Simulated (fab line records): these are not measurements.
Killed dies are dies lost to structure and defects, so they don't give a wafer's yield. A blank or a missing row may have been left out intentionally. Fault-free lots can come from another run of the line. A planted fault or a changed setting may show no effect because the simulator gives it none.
fab line records -- flow n5_finfet -- part 1 of 2: steps 1 to 27 of 36
record: lots: 5, wafers: 15, last_day: 15
route steps=1938 shown BEOL_M1@804
lots with no fault: from the same line, run without faults
start_h: hours from the record's opening day to when the first of the lot's shown wafers began -- wait_h: hours elapsed since this lot's preceding step -- " repeats the value in the row above -- L1.1+2: several wafers, shown together as one row -- - no value, or no start given -- * or withheld: withheld -- < > ~ a bound
route shown NAME@n: names a module that has steps shown in the file, with the first one's number in the route -- usual: mean/standard deviation of fault-free wafers -- same: alike in all rows -- chamber/n: place in a boat -- sites: the reading at each site -- _std_site: how widely they spread, as a standard deviation -- _edge_site: outer sites' mean less inner sites' -- radius_mm: for every site, how far away it sits from the centre of the wafer -- mask NAME#n: copy n -- behind: the tool/chamber that last shaped the wafer -- hold: cause of the lot's hold/its duration in hours/its outcome -- device: the transistor (n, p or np) that didn't switch -- end of line: tests run on the same wafers once the route is complete -- a step without rows: its recipe alone -- killed: the dies lost at the first sort to structure and to defects; this is not the yield of the wafer -- map: a wafer's dies, marking killed ones x, the rest . and places with no die _
set.NAME: setting as actually run; set.NAME@STEP: the setting as run at that earlier step -- model.NAME: the simulator's own value behind a step, which no gauge read
lots at selected steps of the route; one table per step, one row per wafer
services: from which hour (start_h, from the record's first day; less than 0 if before it) a tool's chamber was out of use, for how many hours, and why
== steps ==
step: N5_BEOL_M1_HM_STRIP_39
recipe: chemistry: peroxide_tin_strip, material: TiN, target_depth_a: 250, temp_c: 50, time_s: 158
usual: bath_heat_duty_pct: 7.0/0.98
lot.wafer,tool,chamber,start_h,wait_h,bath_heat_duty_pct
L074.2,wet_bench-02,6,126.30,0.0,8.5
L074.3,wet_bench-02,2,126.30,0.0,7.7
L074.6,wet_bench-02,1,126.30,0.0,8.2
L076.1,wet_bench-02,6,138.72,0.0,7.7
L076.4,wet_bench-02,1,138.72,0.0,9.1
L076.6,wet_bench-02,3,138.72,0.0,8.7
L080.1,wet_bench-02,2,165.04,0.0,8.2
L080.4,wet_bench-02,7,165.04,0.0,6.1
L080.6,wet_bench-02,0,165.04,0.0,6.6
L085.1,wet_bench-05,3,189.80,0.0,7.5
L085.2,wet_bench-05,6,189.80,0.0,6.2
L085.3,wet_bench-05,2,189.80,0.0,6.1
L087.1,wet_bench-01,0,203.88,0.0,7.8
L087.4,wet_bench-01,1,203.88,0.0,7.4
L087.5,wet_bench-01,6,203.88,0.0,5.9
step: N5_BEOL_M1_SRD_40
recipe: time_s: 30, temp_c: 23, rinse_liquid: diw, dry: ipa_marangoni
usual: bath_heat_duty_pct: 3.6/0.58
lot.wafer,tool,chamber,start_h,wait_h,bath_heat_duty_pct
L074.2,wet_bench-02,6,126.34,0.0,3.4
L074.3,wet_bench-02,2,126.34,0.0,4.2
L074.6,wet_bench-02,1,126.34,0.0,4.2
L076.1,wet_bench-02,6,138.76,0.0,5.2
L076.4,wet_bench-02,1,138.76,0.0,4.2
L076.6,wet_bench-02,3,138.76,0.0,3.5
L080.1,wet_bench-02,2,165.09,0.0,4.2
L080.4,wet_bench-02,7,165.09,0.0,3.4
L080.6,wet_bench-02,0,165.09,0.0,3.2
L085.1,wet_bench-05,3,189.85,0.0,4.0
L085.2,wet_bench-05,6,189.85,0.0,4.2
L085.3,wet_bench-05,2,189.85,0.0,3.8
L087.1,wet_bench-01,0,203.92,0.0,3.3
L087.4,wet_bench-01,1,203.92,0.0,3.9
L087.5,wet_bench-01,6,203.92,0.0,3.8
step: N5_BEOL_M1_PRECLEAN_42
recipe: chemistry: residue_remover, time_s: 60, temp_c: 40
usual: bath_heat_duty_pct: 4.4/0.63
lot.wafer,tool,chamber,start_h,wait_h,bath_heat_duty_pct
L074.2,wet_bench-02,6,126.36,0.0,5.6
L074.3,wet_bench-02,2,126.36,0.0,5.2
L074.6,wet_bench-02,1,126.36,0.0,4.7
L076.1,wet_bench-02,6,138.78,0.0,5.5
L076.4,wet_bench-02,1,138.78,0.0,5.7
L076.6,wet_bench-02,3,138.78,0.0,4.3
L080.1,wet_bench-02,2,165.11,0.0,5.6
L080.4,wet_bench-02,7,165.11,0.0,3.6
L080.6,wet_bench-02,0,165.11,0.0,4.1
L085.1,wet_bench-05,3,189.87,0.0,4.6
L085.2,wet_bench-05,6,189.87,0.0,4.4
L085.3,wet_bench-05,2,189.87,0.0,4.1
L087.1,wet_bench-01,0,203.94,0.0,3.9
L087.4,wet_bench-01,1,203.94,0.0,4.4
L087.5,wet_bench-01,6,203.94,0.0,4.0
step: N5_BEOL_M1_SRD_43
recipe: time_s: 30, temp_c: 23, rinse_liquid: diw, dry: ipa_marangoni
usual: bath_heat_duty_pct: 3.6/0.53
lot.wafer,tool,chamber,start_h,wait_h,bath_heat_duty_pct
L074.2,wet_bench-02,6,126.38,0.0,3.7
L074.3,wet_bench-02,2,126.38,0.0,4.0
L074.6,wet_bench-02,1,126.38,0.0,4.4
L076.1,wet_bench-02,6,138.80,0.0,3.7
L076.4,wet_bench-02,1,138.80,0.0,4.8
L076.6,wet_bench-02,3,138.80,0.0,3.8
L080.1,wet_bench-02,2,165.13,0.0,3.6
L080.4,wet_bench-02,7,165.13,0.0,3.3
L080.6,wet_bench-02,0,165.13,0.0,3.0
L085.1,wet_bench-05,3,189.88,0.0,3.4
L085.2,wet_bench-05,6,189.88,0.0,2.7
L085.3,wet_bench-05,2,189.88,0.0,3.4
L087.1,wet_bench-01,0,203.96,0.0,3.2
L087.4,wet_bench-01,1,203.96,0.0,3.9
L087.5,wet_bench-01,6,203.96,0.0,3.7
step: N5_BEOL_M1_CD_MEAS_35
recipe: target_cd_nm: 18, target_cd_y_nm: 21, polarity: opening
usual: cd_nm: 18.1/0.42
lot.wafer,tool,chamber,start_h,wait_h,cd_nm
L074.2,cd_sem-03,-,126.42,0.0,17.4
L074.3,cd_sem-03,-,126.42,0.0,18.1
L074.6,cd_sem-03,-,126.42,0.0,18.1
L076.1,cd_sem-03,-,138.84,0.0,18.4
L076.4,cd_sem-03,-,138.84,0.0,17.7
L076.6,cd_sem-03,-,138.84,0.0,18.2
L080.1,cd_sem-03,-,165.17,0.0,19.1
L080.4,cd_sem-03,-,165.17,0.0,19.0
L080.6,cd_sem-03,-,165.17,0.0,18.6
L085.1,cd_sem-01,-,189.92,0.0,18.1
L085.2,cd_sem-01,-,189.92,0.0,18.1
L085.3,cd_sem-01,-,189.92,0.0,18.7
L087.1,cd_sem-01,-,204.00,0.0,18.2
L087.4,cd_sem-01,-,204.00,0.0,18.4
L087.5,cd_sem-01,-,204.00,0.0,17.5
step: N5_BEOL_M1_DEGAS_44
recipe: ambient: vacuum, temp_c: 250, time_s: 60
usual: heater_power_w: 330/37
lot.wafer,tool,chamber,start_h,wait_h,heater_power_w
L074.2,pvd_sputter-03,-,126.54,0.1,315
L074.3,pvd_sputter-03,-,126.54,0.1,360
L074.6,pvd_sputter-03,-,126.54,0.1,350
L076.1,pvd_sputter-01,-,139.08,0.2,319
L076.4,pvd_sputter-01,-,139.08,0.2,309
L076.6,pvd_sputter-01,-,139.08,0.2,297
L080.1,pvd_sputter-01,-,165.21,0.0,302
L080.4,pvd_sputter-01,-,165.21,0.0,304
L080.6,pvd_sputter-01,-,165.21,0.0,395
L085.1,pvd_sputter-02,-,190.47,0.5,282
L085.2,pvd_sputter-02,-,190.47,0.5,318
L085.3,pvd_sputter-02,-,190.47,0.5,364
L087.1,pvd_sputter-03,-,204.23,0.2,318
L087.4,pvd_sputter-03,-,204.23,0.2,354
L087.5,pvd_sputter-03,-,204.23,0.2,362
step: N5_BEOL_M1_PRE_CLEAN_45
recipe: gas: H2/He, time_s: 30, temp_c: 250
usual: heater_power_w: 330/37
lot.wafer,tool,chamber,start_h,wait_h,heater_power_w
L074.2,pvd_sputter-03,-,126.58,0.0,312
L074.3,pvd_sputter-03,-,126.58,0.0,348
L074.6,pvd_sputter-03,-,126.58,0.0,355
L076.1,pvd_sputter-01,-,139.12,0.0,327
L076.4,pvd_sputter-01,-,139.12,0.0,308
L076.6,pvd_sputter-01,-,139.12,0.0,300
L080.1,pvd_sputter-01,-,165.25,0.0,303
L080.4,pvd_sputter-01,-,165.25,0.0,306
L080.6,pvd_sputter-01,-,165.25,0.0,409
L085.1,pvd_sputter-02,-,190.51,0.0,290
L085.2,pvd_sputter-02,-,190.51,0.0,313
L085.3,pvd_sputter-02,-,190.51,0.0,364
L087.1,pvd_sputter-03,-,204.27,0.0,316
L087.4,pvd_sputter-03,-,204.27,0.0,355
L087.5,pvd_sputter-03,-,204.27,0.0,360
step: N5_BEOL_M1_ALD_84
recipe: material: TaN, target_thk_a: *, temp_c: 275, ald_precursor_family: PDMAT, ald_co_reactant: NH3, pressure_torr: 3, carrier_flow_sccm: 1500, pulse_time_s: 2, purge_time_s: 3, co_reactant_purge_time_s: 2, co_reactant_pulse_time_s: 3, ald_cycles: 30, precursor_vessel_temp_c: 75, precursor_vessel_pressure_torr: 26.25, precursor_vessel_carrier_sccm: 1000
usual: heater_power_w: 419/51, mfc_carrier_sccm: 1500/4
same: co_reactant_purge_time_s: 2
lot.wafer,tool,chamber,start_h,wait_h,heater_power_w,mfc_carrier_sccm
L074.2,ald_metal-04,2,126.64,0.0,424,1500
L074.3,ald_metal-04,0,126.64,0.0,390,1496
L074.6,ald_metal-04,1,126.64,0.0,431,1503
L076.1,ald_metal-04,2,139.19,0.0,411,1498
L076.4,ald_metal-04,3,139.19,0.0,525,1503
L076.6,ald_metal-04,2,139.19,0.0,427,1502
L080.1,ald_metal-03,0,165.31,0.0,429,1501
L080.4,ald_metal-03,2,165.31,0.0,386,1500
L080.6,ald_metal-03,1,165.31,0.0,342,1506
L085.1,ald_metal-04,3,190.60,0.1,538,1512
L085.2,ald_metal-04,2,190.60,0.1,425,1500
L085.3,ald_metal-04,1,190.60,0.1,431,1497
L087.1,ald_metal-03,3,204.33,0.0,368,1499
L087.4,ald_metal-03,1,204.33,0.0,346,1494
L087.5,ald_metal-03,0,204.33,0.0,432,1497
step: N5_BEOL_M1_SURFACE_TREAT_85
recipe: gas: Ar, time_s: *, ion_energy_ev: *, ion_current_ma_cm2: 0.5, pressure_mtorr: *, ar_flow_sccm: 30
usual: throttle_valve_pct: *
lot.wafer,tool,chamber,start_h,wait_h,throttle_valve_pct
L074.2,pvd_sputter-02,-,126.90,0.2,*
L074.3,pvd_sputter-02,-,126.90,0.2,*
L074.6,pvd_sputter-02,-,126.90,0.2,*
L076.1,pvd_sputter-01,-,139.48,0.2,*
L076.4,pvd_sputter-01,-,139.48,0.2,*
L076.6,pvd_sputter-01,-,139.48,0.2,*
L080.1,pvd_sputter-03,-,165.55,0.1,*
L080.4,pvd_sputter-03,-,165.55,0.1,*
L080.6,pvd_sputter-03,-,165.55,0.1,*
L085.1,pvd_sputter-02,-,190.83,0.1,*
L085.2,pvd_sputter-02,-,190.83,0.1,*
L085.3,pvd_sputter-02,-,190.83,0.1,*
L087.1,pvd_sputter-03,-,204.56,0.1,*
L087.4,pvd_sputter-03,-,204.56,0.1,*
L087.5,pvd_sputter-03,-,204.56,0.1,*
step: N5_BEOL_M1_CVD_47
recipe: material: Co, target_thk_a: 30, temp_c: withheld, precursor: CCTBA/H2, pressure_torr: 30, time_s: 223.8
lot.wafer,tool,chamber,start_h,wait_h
L074.2+3+6,cvd_co-02,"2,0,2",126.98,0.1
L076.1+4+6,cvd_co-01,"1,0,1",139.55,0.0
L080.1+4+6,cvd_co-01,"1,0,1",165.61,0.0
L085.1+2+3,cvd_co-01,"2,1,0",190.89,0.0
L087.1+4+5,cvd_co-02,"2,0,2",204.62,0.0
step: N5_BEOL_M1_SPUTTER_48
recipe: material: Cu, target_thk_a: 45, temp_c: -20, chamber_pressure_pa: 0.07, power_w: withheld, time_s: 8.29
usual: throttle_valve_pct: 30.0/0.82
lot.wafer,tool,chamber,start_h,wait_h,throttle_valve_pct
L074.2,pvd_sputter-02,-,127.22,0.2,28.6
L074.3,pvd_sputter-02,-,127.22,0.2,29.6
L074.6,pvd_sputter-02,-,127.22,0.2,29.6
L076.1,pvd_sputter-02,-,139.89,0.3,28.5
L076.4,pvd_sputter-02,-,139.89,0.3,28.9
L076.6,pvd_sputter-02,-,139.89,0.3,28.6
L080.1,pvd_sputter-01,-,165.81,0.1,31.2
L080.4,pvd_sputter-01,-,165.81,0.1,30.4
L080.6,pvd_sputter-01,-,165.81,0.1,31.2
L085.1,pvd_sputter-03,-,191.11,0.2,29.7
L085.2,pvd_sputter-03,-,191.11,0.2,30.2
L085.3,pvd_sputter-03,-,191.11,0.2,30.0
L087.1,pvd_sputter-03,-,204.78,0.1,30.6
L087.4,pvd_sputter-03,-,204.78,0.1,29.9
L087.5,pvd_sputter-03,-,204.78,0.1,30.7
step: N5_BEOL_M1_ANNEAL_49
recipe: temp_c: 400, time_s: 240, ambient: vacuum
usual: heater_power_w: 822/90
lot.wafer,tool,chamber,start_h,wait_h,heater_power_w
L074.2,pvd_sputter-02,-,127.30,0.0,721
L074.3,pvd_sputter-02,-,127.30,0.0,907
L074.6,pvd_sputter-02,-,127.30,0.0,902
L076.1,pvd_sputter-02,-,139.97,0.0,683
L076.4,pvd_sputter-02,-,139.97,0.0,795
L076.6,pvd_sputter-02,-,139.97,0.0,730
L080.1,pvd_sputter-01,-,165.89,0.0,739
L080.4,pvd_sputter-01,-,165.89,0.0,769
L080.6,pvd_sputter-01,-,165.89,0.0,733
L085.1,pvd_sputter-03,-,191.19,0.0,798
L085.2,pvd_sputter-03,-,191.19,0.0,895
L085.3,pvd_sputter-03,-,191.19,0.0,853
L087.1,pvd_sputter-03,-,204.86,0.0,793
L087.4,pvd_sputter-03,-,204.86,0.0,871
L087.5,pvd_sputter-03,-,204.86,0.0,788
step: N5_BEOL_M1_SPUTTER_79
recipe: material: Cu, target_thk_a: 45, temp_c: -20, chamber_pressure_pa: 0.07, power_w: withheld, time_s: 8.29
usual: throttle_valve_pct: 30.0/0.83
lot.wafer,tool,chamber,start_h,wait_h,throttle_valve_pct
L074.2,pvd_sputter-02,-,127.44,0.1,28.5
L074.3,pvd_sputter-02,-,127.44,0.1,29.7
L074.6,pvd_sputter-02,-,127.44,0.1,29.7
L076.1,pvd_sputter-02,-,140.11,0.1,28.6
L076.4,pvd_sputter-02,-,140.11,0.1,29.1
L076.6,pvd_sputter-02,-,140.11,0.1,28.2
L080.1,pvd_sputter-01,-,166.03,0.1,30.9
L080.4,pvd_sputter-01,-,166.03,0.1,30.3
L080.6,pvd_sputter-01,-,166.03,0.1,31.4
L085.1,pvd_sputter-03,-,191.33,0.1,29.9
L085.2,pvd_sputter-03,-,191.33,0.1,30.2
L085.3,pvd_sputter-03,-,191.33,0.1,29.6
L087.1,pvd_sputter-03,-,205.00,0.1,30.8
L087.4,pvd_sputter-03,-,205.00,0.1,30.2
L087.5,pvd_sputter-03,-,205.00,0.1,30.3
step: N5_BEOL_M1_ANNEAL_80
recipe: temp_c: 400, time_s: 240, ambient: vacuum
usual: heater_power_w: 822/89
lot.wafer,tool,chamber,start_h,wait_h,heater_power_w
L074.2,pvd_sputter-02,-,127.52,0.0,741
L074.3,pvd_sputter-02,-,127.52,0.0,920
L074.6,pvd_sputter-02,-,127.52,0.0,892
L076.1,pvd_sputter-02,-,140.19,0.0,697
L076.4,pvd_sputter-02,-,140.19,0.0,782
L076.6,pvd_sputter-02,-,140.19,0.0,721
L080.1,pvd_sputter-01,-,166.11,0.0,734
L080.4,pvd_sputter-01,-,166.11,0.0,770
L080.6,pvd_sputter-01,-,166.11,0.0,738
L085.1,pvd_sputter-03,-,191.41,0.0,767
L085.2,pvd_sputter-03,-,191.41,0.0,909
L085.3,pvd_sputter-03,-,191.41,0.0,888
L087.1,pvd_sputter-03,-,205.08,0.0,793
L087.4,pvd_sputter-03,-,205.08,0.0,865
L087.5,pvd_sputter-03,-,205.08,0.0,795
step: N5_BEOL_M1_SPUTTER_81
recipe: material: Cu, target_thk_a: 45, temp_c: -20, chamber_pressure_pa: 0.07, power_w: withheld, time_s: 8.29
usual: throttle_valve_pct: 30.0/0.81
lot.wafer,tool,chamber,start_h,wait_h,throttle_valve_pct
L074.2,pvd_sputter-02,-,127.66,0.1,28.8
L074.3,pvd_sputter-02,-,127.66,0.1,29.8
L074.6,pvd_sputter-02,-,127.66,0.1,29.7
L076.1,pvd_sputter-02,-,140.33,0.1,28.7
L076.4,pvd_sputter-02,-,140.33,0.1,29.1
L076.6,pvd_sputter-02,-,140.33,0.1,28.7
L080.1,pvd_sputter-01,-,166.25,0.1,31.3
L080.4,pvd_sputter-01,-,166.25,0.1,30.3
L080.6,pvd_sputter-01,-,166.25,0.1,31.3
L085.1,pvd_sputter-03,-,191.55,0.1,30.0
L085.2,pvd_sputter-03,-,191.55,0.1,30.4
L085.3,pvd_sputter-03,-,191.55,0.1,29.7
L087.1,pvd_sputter-03,-,205.22,0.1,30.4
L087.4,pvd_sputter-03,-,205.22,0.1,30.1
L087.5,pvd_sputter-03,-,205.22,0.1,30.6
step: N5_BEOL_M1_ANNEAL_82
recipe: temp_c: 400, time_s: 240, ambient: vacuum
usual: heater_power_w: 823/90
lot.wafer,tool,chamber,start_h,wait_h,heater_power_w
L074.2,pvd_sputter-02,-,127.74,0.0,726
L074.3,pvd_sputter-02,-,127.74,0.0,887
L074.6,pvd_sputter-02,-,127.74,0.0,927
L076.1,pvd_sputter-02,-,140.41,0.0,705
L076.4,pvd_sputter-02,-,140.41,0.0,766
L076.6,pvd_sputter-02,-,140.41,0.0,704
L080.1,pvd_sputter-01,-,166.33,0.0,737
L080.4,pvd_sputter-01,-,166.33,0.0,764
L080.6,pvd_sputter-01,-,166.33,0.0,736
L085.1,pvd_sputter-03,-,191.63,0.0,778
L085.2,pvd_sputter-03,-,191.63,0.0,902
L085.3,pvd_sputter-03,-,191.63,0.0,867
L087.1,pvd_sputter-03,-,205.30,0.0,781
L087.4,pvd_sputter-03,-,205.30,0.0,893
L087.5,pvd_sputter-03,-,205.30,0.0,805
step: N5_BEOL_M1_SPUTTER_86
recipe: material: Cu, target_thk_a: 45, temp_c: -20, chamber_pressure_pa: 0.07, power_w: withheld, time_s: 8.29
usual: throttle_valve_pct: 30.0/0.79
lot.wafer,tool,chamber,start_h,wait_h,throttle_valve_pct
L074.2,pvd_sputter-02,-,127.88,0.1,28.6
L074.3,pvd_sputter-02,-,127.88,0.1,30.0
L074.6,pvd_sputter-02,-,127.88,0.1,29.9
L076.1,pvd_sputter-02,-,140.55,0.1,28.5
L076.4,pvd_sputter-02,-,140.55,0.1,29.1
L076.6,pvd_sputter-02,-,140.55,0.1,28.8
L080.1,pvd_sputter-01,-,166.47,0.1,31.3
L080.4,pvd_sputter-01,-,166.47,0.1,30.2
L080.6,pvd_sputter-01,-,166.47,0.1,31.3
L085.1,pvd_sputter-03,-,191.77,0.1,30.0
L085.2,pvd_sputter-03,-,191.77,0.1,30.2
L085.3,pvd_sputter-03,-,191.77,0.1,29.8
L087.1,pvd_sputter-03,-,205.44,0.1,30.4
L087.4,pvd_sputter-03,-,205.44,0.1,29.9
L087.5,pvd_sputter-03,-,205.44,0.1,30.6
step: N5_BEOL_M1_ANNEAL_87
recipe: temp_c: 400, time_s: 240, ambient: vacuum
usual: heater_power_w: 823/90
lot.wafer,tool,chamber,start_h,wait_h,heater_power_w
L074.2,pvd_sputter-02,-,127.96,0.0,731
L074.3,pvd_sputter-02,-,127.96,0.0,896
L074.6,pvd_sputter-02,-,127.96,0.0,915
L076.1,pvd_sputter-02,-,140.63,0.0,724
L076.4,pvd_sputter-02,-,140.63,0.0,777
L076.6,pvd_sputter-02,-,140.63,0.0,697
L080.1,pvd_sputter-01,-,166.55,0.0,743
L080.4,pvd_sputter-01,-,166.55,0.0,740
L080.6,pvd_sputter-01,-,166.55,0.0,726
L085.1,pvd_sputter-03,-,191.85,0.0,769
L085.2,pvd_sputter-03,-,191.85,0.0,899
L085.3,pvd_sputter-03,-,191.85,0.0,859
L087.1,pvd_sputter-03,-,205.52,0.0,795
L087.4,pvd_sputter-03,-,205.52,0.0,893
L087.5,pvd_sputter-03,-,205.52,0.0,789
step: N5_BEOL_M1_SPUTTER_88
recipe: material: Cu, target_thk_a: 45, temp_c: -20, chamber_pressure_pa: 0.07, power_w: withheld, time_s: 8.29
usual: throttle_valve_pct: 30.0/0.81
lot.wafer,tool,chamber,start_h,wait_h,throttle_valve_pct
L074.2,pvd_sputter-02,-,128.10,0.1,28.5
L074.3,pvd_sputter-02,-,128.10,0.1,29.7
L074.6,pvd_sputter-02,-,128.10,0.1,29.8
L076.1,pvd_sputter-02,-,140.77,0.1,28.7
L076.4,pvd_sputter-02,-,140.77,0.1,29.1
L076.6,pvd_sputter-02,-,140.77,0.1,28.6
L080.1,pvd_sputter-01,-,166.69,0.1,31.2
L080.4,pvd_sputter-01,-,166.69,0.1,30.1
L080.6,pvd_sputter-01,-,166.69,0.1,31.4
L085.1,pvd_sputter-03,-,191.99,0.1,29.8
L085.2,pvd_sputter-03,-,191.99,0.1,30.2
L085.3,pvd_sputter-03,-,191.99,0.1,30.1
L087.1,pvd_sputter-03,-,205.66,0.1,30.6
L087.4,pvd_sputter-03,-,205.66,0.1,29.7
L087.5,pvd_sputter-03,-,205.66,0.1,30.4
step: N5_BEOL_M1_ANNEAL_89
recipe: temp_c: 400, time_s: 240, ambient: vacuum
usual: heater_power_w: 823/91
lot.wafer,tool,chamber,start_h,wait_h,heater_power_w
L074.2,pvd_sputter-02,-,128.18,0.0,721
L074.3,pvd_sputter-02,-,128.18,0.0,886
L074.6,pvd_sputter-02,-,128.18,0.0,918
L076.1,pvd_sputter-02,-,140.85,0.0,697
L076.4,pvd_sputter-02,-,140.85,0.0,783
L076.6,pvd_sputter-02,-,140.85,0.0,703
L080.1,pvd_sputter-01,-,166.77,0.0,751
L080.4,pvd_sputter-01,-,166.77,0.0,738
L080.6,pvd_sputter-01,-,166.77,0.0,750
L085.1,pvd_sputter-03,-,192.07,0.0,757
L085.2,pvd_sputter-03,-,192.07,0.0,880
L085.3,pvd_sputter-03,-,192.07,0.0,896
L087.1,pvd_sputter-03,-,205.74,0.0,784
L087.4,pvd_sputter-03,-,205.74,0.0,886
L087.5,pvd_sputter-03,-,205.74,0.0,799
step: N5_BEOL_M1_SPUTTER_90
recipe: material: Cu, target_thk_a: 45, temp_c: -20, chamber_pressure_pa: 0.07, power_w: withheld, time_s: 8.29
usual: throttle_valve_pct: 30.0/0.79
lot.wafer,tool,chamber,start_h,wait_h,throttle_valve_pct
L074.2,pvd_sputter-02,-,128.32,0.1,28.6
L074.3,pvd_sputter-02,-,128.32,0.1,30.2
L074.6,pvd_sputter-02,-,128.32,0.1,29.9
L076.1,pvd_sputter-02,-,140.99,0.1,28.5
L076.4,pvd_sputter-02,-,140.99,0.1,28.6
L076.6,pvd_sputter-02,-,140.99,0.1,28.5
L080.1,pvd_sputter-01,-,166.91,0.1,31.3
L080.4,pvd_sputter-01,-,166.91,0.1,30.3
L080.6,pvd_sputter-01,-,166.91,0.1,31.0
L085.1,pvd_sputter-03,-,192.21,0.1,30.1
L085.2,pvd_sputter-03,-,192.21,0.1,30.2
L085.3,pvd_sputter-03,-,192.21,0.1,29.5
L087.1,pvd_sputter-03,-,205.88,0.1,30.6
L087.4,pvd_sputter-03,-,205.88,0.1,29.7
L087.5,pvd_sputter-03,-,205.88,0.1,30.8
step: N5_BEOL_M1_ANNEAL_91
recipe: temp_c: 400, time_s: 240, ambient: vacuum
usual: heater_power_w: 821/90
lot.wafer,tool,chamber,start_h,wait_h,heater_power_w
L074.2,pvd_sputter-02,-,128.40,0.0,732
L074.3,pvd_sputter-02,-,128.40,0.0,907
L074.6,pvd_sputter-02,-,128.40,0.0,900
L076.1,pvd_sputter-02,-,141.07,0.0,720
L076.4,pvd_sputter-02,-,141.07,0.0,786
L076.6,pvd_sputter-02,-,141.07,0.0,716
L080.1,pvd_sputter-01,-,166.99,0.0,723
L080.4,pvd_sputter-01,-,166.99,0.0,748
L080.6,pvd_sputter-01,-,166.99,0.0,733
L085.1,pvd_sputter-03,-,192.29,0.0,776
L085.2,pvd_sputter-03,-,192.29,0.0,914
L085.3,pvd_sputter-03,-,192.29,0.0,876
L087.1,pvd_sputter-03,-,205.96,0.0,807
L087.4,pvd_sputter-03,-,205.96,0.0,880
L087.5,pvd_sputter-03,-,205.96,0.0,785
step: N5_BEOL_M1_SPUTTER_92
recipe: material: Cu, target_thk_a: 45, temp_c: -20, chamber_pressure_pa: 0.07, power_w: withheld, time_s: 8.29
usual: throttle_valve_pct: 30.0/0.82
lot.wafer,tool,chamber,start_h,wait_h,throttle_valve_pct
L074.2,pvd_sputter-02,-,128.54,0.1,28.6
L074.3,pvd_sputter-02,-,128.54,0.1,29.7
L074.6,pvd_sputter-02,-,128.54,0.1,29.9
L076.1,pvd_sputter-02,-,141.21,0.1,28.9
L076.4,pvd_sputter-02,-,141.21,0.1,28.9
L076.6,pvd_sputter-02,-,141.21,0.1,28.4
L080.1,pvd_sputter-01,-,167.13,0.1,31.3
L080.4,pvd_sputter-01,-,167.13,0.1,30.2
L080.6,pvd_sputter-01,-,167.13,0.1,31.4
L085.1,pvd_sputter-03,-,192.43,0.1,29.9
L085.2,pvd_sputter-03,-,192.43,0.1,30.2
L085.3,pvd_sputter-03,-,192.43,0.1,29.8
L087.1,pvd_sputter-03,-,206.10,0.1,30.3
L087.4,pvd_sputter-03,-,206.10,0.1,29.8
L087.5,pvd_sputter-03,-,206.10,0.1,30.4
step: N5_BEOL_M1_ANNEAL_93
recipe: temp_c: 400, time_s: 240, ambient: vacuum
usual: heater_power_w: 823/90
lot.wafer,tool,chamber,start_h,wait_h,heater_power_w
L074.2,pvd_sputter-02,-,128.62,0.0,723
L074.3,pvd_sputter-02,-,128.62,0.0,882
L074.6,pvd_sputter-02,-,128.62,0.0,899
L076.1,pvd_sputter-02,-,141.29,0.0,719
L076.4,pvd_sputter-02,-,141.29,0.0,786
L076.6,pvd_sputter-02,-,141.29,0.0,708
L080.1,pvd_sputter-01,-,167.21,0.0,734
L080.4,pvd_sputter-01,-,167.21,0.0,777
L080.6,pvd_sputter-01,-,167.21,0.0,756
L085.1,pvd_sputter-03,-,192.51,0.0,763
L085.2,pvd_sputter-03,-,192.51,0.0,888
L085.3,pvd_sputter-03,-,192.51,0.0,872
L087.1,pvd_sputter-03,-,206.18,0.0,801
L087.4,pvd_sputter-03,-,206.18,0.0,882
L087.5,pvd_sputter-03,-,206.18,0.0,794
step: N5_BEOL_M1_SPUTTER_94
recipe: material: Cu, target_thk_a: 45, temp_c: -20, chamber_pressure_pa: 0.07, power_w: withheld, time_s: 8.29
usual: throttle_valve_pct: 30.0/0.81
lot.wafer,tool,chamber,start_h,wait_h,throttle_valve_pct
L074.2,pvd_sputter-02,-,128.76,0.1,28.7
L074.3,pvd_sputter-02,-,128.76,0.1,29.9
L074.6,pvd_sputter-02,-,128.76,0.1,29.9
L076.1,pvd_sputter-02,-,141.43,0.1,28.5
L076.4,pvd_sputter-02,-,141.43,0.1,29.1
L076.6,pvd_sputter-02,-,141.43,0.1,28.6
L080.1,pvd_sputter-01,-,167.35,0.1,31.0
L080.4,pvd_sputter-01,-,167.35,0.1,30.4
L080.6,pvd_sputter-01,-,167.35,0.1,31.3
L085.1,pvd_sputter-03,-,192.65,0.1,29.9
L085.2,pvd_sputter-03,-,192.65,0.1,30.4
L085.3,pvd_sputter-03,-,192.65,0.1,29.7
L087.1,pvd_sputter-03,-,206.32,0.1,30.4
L087.4,pvd_sputter-03,-,206.32,0.1,29.7
L087.5,pvd_sputter-03,-,206.32,0.1,30.7
step: N5_BEOL_M1_ANNEAL_95
recipe: temp_c: 400, time_s: 240, ambient: vacuum
usual: heater_power_w: 822/88
lot.wafer,tool,chamber,start_h,wait_h,heater_power_w
L074.2,pvd_sputter-02,-,128.84,0.0,720
L074.3,pvd_sputter-02,-,128.84,0.0,924
L074.6,pvd_sputter-02,-,128.84,0.0,893
L076.1,pvd_sputter-02,-,141.51,0.0,727
L076.4,pvd_sputter-02,-,141.51,0.0,790
L076.6,pvd_sputter-02,-,141.51,0.0,718
L080.1,pvd_sputter-01,-,167.43,0.0,726
L080.4,pvd_sputter-01,-,167.43,0.0,780
L080.6,pvd_sputter-01,-,167.43,0.0,729
L085.1,pvd_sputter-03,-,192.73,0.0,780
L085.2,pvd_sputter-03,-,192.73,0.0,897
L085.3,pvd_sputter-03,-,192.73,0.0,900
L087.1,pvd_sputter-03,-,206.40,0.0,815
L087.4,pvd_sputter-03,-,206.40,0.0,860
L087.5,pvd_sputter-03,-,206.40,0.0,783
step: N5_BEOL_M1_SPUTTER_96
recipe: material: Cu, target_thk_a: 45, temp_c: -20, chamber_pressure_pa: 0.07, power_w: withheld, time_s: 8.29
usual: throttle_valve_pct: 30.0/0.82
lot.wafer,tool,chamber,start_h,wait_h,throttle_valve_pct
L074.2,pvd_sputter-02,-,128.98,0.1,28.5
L074.3,pvd_sputter-02,-,128.98,0.1,29.6
L074.6,pvd_sputter-02,-,128.98,0.1,29.7
L076.1,pvd_sputter-02,-,141.65,0.1,28.6
L076.4,pvd_sputter-02,-,141.65,0.1,29.0
L076.6,pvd_sputter-02,-,141.65,0.1,28.7
L080.1,pvd_sputter-01,-,167.57,0.1,30.9
L080.4,pvd_sputter-01,-,167.57,0.1,30.4
L080.6,pvd_sputter-01,-,167.57,0.1,31.5
L085.1,pvd_sputter-03,-,192.87,0.1,29.8
L085.2,pvd_sputter-03,-,192.87,0.1,30.6
L085.3,pvd_sputter-03,-,192.87,0.1,29.5
L087.1,pvd_sputter-03,-,206.54,0.1,30.4
L087.4,pvd_sputter-03,-,206.54,0.1,29.9
L087.5,pvd_sputter-03,-,206.54,0.1,30.4
